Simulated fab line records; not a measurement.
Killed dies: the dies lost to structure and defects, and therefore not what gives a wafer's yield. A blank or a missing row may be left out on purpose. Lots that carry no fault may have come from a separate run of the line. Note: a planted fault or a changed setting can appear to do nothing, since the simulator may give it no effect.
Which tool did it? + flow nand_harc + 6 lots, 18 wafers sampled, at 1 step of a route of 1302

## WHAT EACH GAUGE READ, for each wafer
NHARC_P_STI_OCD_MEAS_17.
| lot  | measured     | on     | trench_depth_nm (nm) |
|------|--------------|--------|----------------------|
| L571 | day 3 15:53  | ocd-01 | 301 295 297          |
| L574 | day 4 22:46  | ocd-02 | 295 299 297          |
| L576 | day 5 16:56  | ocd-02 | 299 306 303          |
| L582 | day 8 12:59  | ocd-02 | 298 303 297          |
| L587 | day 10 07:56 | ocd-02 | 305 302 307          |
| L591 | day 12 02:39 | ocd-02 | 296 288 294          |

## WHICH TOOL RAN EACH LOT (tool, then ch and the chambers of the sampled wafers, then the start)
The record holds no process step before these readings.

## THE ANSWER, worked out from the rows above alone
Rule: what is usual is taken from the lots themselves. Put in order of their means at a reading, lots are off if they are a third of the lots or fewer, leave a main group of 4 or more, and stand apart from it by a gap of 3 or more times the standard deviation of the main group's means; of several such gaps the widest counts. Not used: any main group whose means are identical at the precision the tables above print for the reading. Also off: a lot with no number at a reading for which 4 or more lots have one. The other lots that the step has rows for count as sound.
No lot is off on any of the readings shown, so nothing can be concluded from this.

## WHAT THE SIMULATOR HAD INSERTED
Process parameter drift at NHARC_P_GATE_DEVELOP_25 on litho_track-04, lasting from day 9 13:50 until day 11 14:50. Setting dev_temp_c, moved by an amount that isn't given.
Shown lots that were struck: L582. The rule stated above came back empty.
